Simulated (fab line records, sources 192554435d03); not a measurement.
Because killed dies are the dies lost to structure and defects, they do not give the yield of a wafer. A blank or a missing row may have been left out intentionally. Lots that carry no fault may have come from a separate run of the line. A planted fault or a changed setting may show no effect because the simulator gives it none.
Lot-split experiment / flow n5Finfet / route with 1938 steps; 7 lots, 21 wafers read

ABOUT THE SPLIT
At N5_BEOL_M5_EXPOSE_25 (exposes mask V4, defocus 10 nm), the setting doseMj was moved away from the recipe's 52.75 on 7 of the 21 wafers read, by -6.7% to +7.5%. This setting was run at the recipe's value on the other wafers.

FROM THE SPLIT TO THE READING: what the file shows between them, 2 steps
- N5_BEOL_M5_PEB_26: peb time 60 s
- N5_BEOL_M5_DEVELOP_27: develop time 30 s

THE READING
cdNm, in nm, at N5_BEOL_M5_CD_MEAS_28 (target cd 30.6 nm, target cd y 20 nm). Fault-free wafers of this fab line usually give 30.73 nm, standard deviation 0.28 nm.

wafer=L075.2; tool, chamber at the split=euvScanner-01, 0; doseMj as run=50.81; against the recipe=-3.7%; cdNm, nm=29.67; against lot-mates on the recipe=-0.90
wafer=L075.3; tool, chamber at the split=euvScanner-01, 0; doseMj as run=52.75; against the recipe=recipe; cdNm, nm=30.38; against lot-mates on the recipe=-
wafer=L075.5; tool, chamber at the split=euvScanner-01, 0; doseMj as run=52.75; against the recipe=recipe; cdNm, nm=30.77; against lot-mates on the recipe=-
wafer=L083.1; tool, chamber at the split=euvScanner-01, 0; doseMj as run=52.75; against the recipe=recipe; cdNm, nm=30.77; against lot-mates on the recipe=-
wafer=L083.2; tool, chamber at the split=euvScanner-01, 0; doseMj as run=52.75; against the recipe=recipe; cdNm, nm=30.92; against lot-mates on the recipe=-
wafer=L083.5; tool, chamber at the split=euvScanner-01, 0; doseMj as run=52.75; against the recipe=recipe; cdNm, nm=30.70; against lot-mates on the recipe=-
wafer=L087.2; tool, chamber at the split=euvScanner-02, 0; doseMj as run=51.66; against the recipe=-2.1%; cdNm, nm=29.78; against lot-mates on the recipe=-1.02
wafer=L087.5; tool, chamber at the split=euvScanner-02, 0; doseMj as run=52.75; against the recipe=recipe; cdNm, nm=30.80; against lot-mates on the recipe=-
wafer=L087.6; tool, chamber at the split=euvScanner-02, 0; doseMj as run=51.66; against the recipe=-2.1%; cdNm, nm=30.41; against lot-mates on the recipe=-0.39
wafer=L089.2; tool, chamber at the split=euvScanner-02, 0; doseMj as run=52.75; against the recipe=recipe; cdNm, nm=31.08; against lot-mates on the recipe=-
wafer=L089.5; tool, chamber at the split=euvScanner-02, 0; doseMj as run=56.68; against the recipe=+7.5%; cdNm, nm=32.23; against lot-mates on the recipe=+1.15
wafer=L089.6; tool, chamber at the split=euvScanner-02, 0; doseMj as run=56.68; against the recipe=+7.5%; cdNm, nm=32.54; against lot-mates on the recipe=+1.46
wafer=L094.1; tool, chamber at the split=euvScanner-01, 0; doseMj as run=52.75; against the recipe=recipe; cdNm, nm=30.57; against lot-mates on the recipe=-
wafer=L094.3; tool, chamber at the split=euvScanner-01, 0; doseMj as run=52.75; against the recipe=recipe; cdNm, nm=30.32; against lot-mates on the recipe=-
wafer=L094.4; tool, chamber at the split=euvScanner-01, 0; doseMj as run=49.2; against the recipe=-6.7%; cdNm, nm=28.94; against lot-mates on the recipe=-1.50
wafer=L093.1; tool, chamber at the split=euvScanner-01, 0; doseMj as run=52.75; against the recipe=recipe; cdNm, nm=30.57; against lot-mates on the recipe=-
wafer=L093.2; tool, chamber at the split=euvScanner-01, 0; doseMj as run=52.75; against the recipe=recipe; cdNm, nm=30.28; against lot-mates on the recipe=-
wafer=L093.5; tool, chamber at the split=euvScanner-01, 0; doseMj as run=50.12; against the recipe=-5.0%; cdNm, nm=29.07; against lot-mates on the recipe=-1.36
wafer=L095.4; tool, chamber at the split=euvScanner-02, 0; doseMj as run=52.75; against the recipe=recipe; cdNm, nm=30.83; against lot-mates on the recipe=-
wafer=L095.5; tool, chamber at the split=euvScanner-02, 0; doseMj as run=52.75; against the recipe=recipe; cdNm, nm=30.59; against lot-mates on the recipe=-
wafer=L095.6; tool, chamber at the split=euvScanner-02, 0; doseMj as run=52.75; against the recipe=recipe; cdNm, nm=30.54; against lot-mates on the recipe=-

FIT RESULTS
A straight line over all 21 wafers: cdNm changes by +0.251 nm for each +1% of doseMj; r = +0.96; the points scatter about the line by 0.24 nm.
The same after taking each lot's own level away (the mean of its wafers on the recipe; 21 wafers): +0.208 nm for each +1%; r = +0.96; scatter 0.2 nm.
Per that fit: largest doseMj move, reading shift of 1.5 nm.
From 30.425 to 31.080 nm: that is the span of the lots' own levels, equal to 2.3 times the standard deviation above.
In other words, the slope is changed by the lot-to-lot level; the two fits disagree.
Check: with one of the wafers moved furthest among these (+7.5%) left out of the fit, the line predicts +1.64 nm for it against its lot-mates. Against them it came out at +1.15 nm.

THE WHOLE CHAIN: every reading that the file lists as answering this split, in the file's order
step=N5_BEOL_M5_CD_MEAS_28; what it does=target cd 30.6 nm, target cd y 20 nm; reading=cdNm; change (the file's fit)=+0.219 nm for each +1% of the setting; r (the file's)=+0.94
step=N5_BEOL_M5_ETCH_75; what it does=etches underlayer in N2/H2, target depth 6.5 nm, time 5.2 s; reading=BEOL_M5.cdNm (the simulator's own value, which no gauge read); change (the file's fit)=+0.213 nm for each +1% of the setting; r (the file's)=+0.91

THE FILE'S OWN FIT
cdNm changes by +0.219 nm for each +1% of doseMj, r = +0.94.
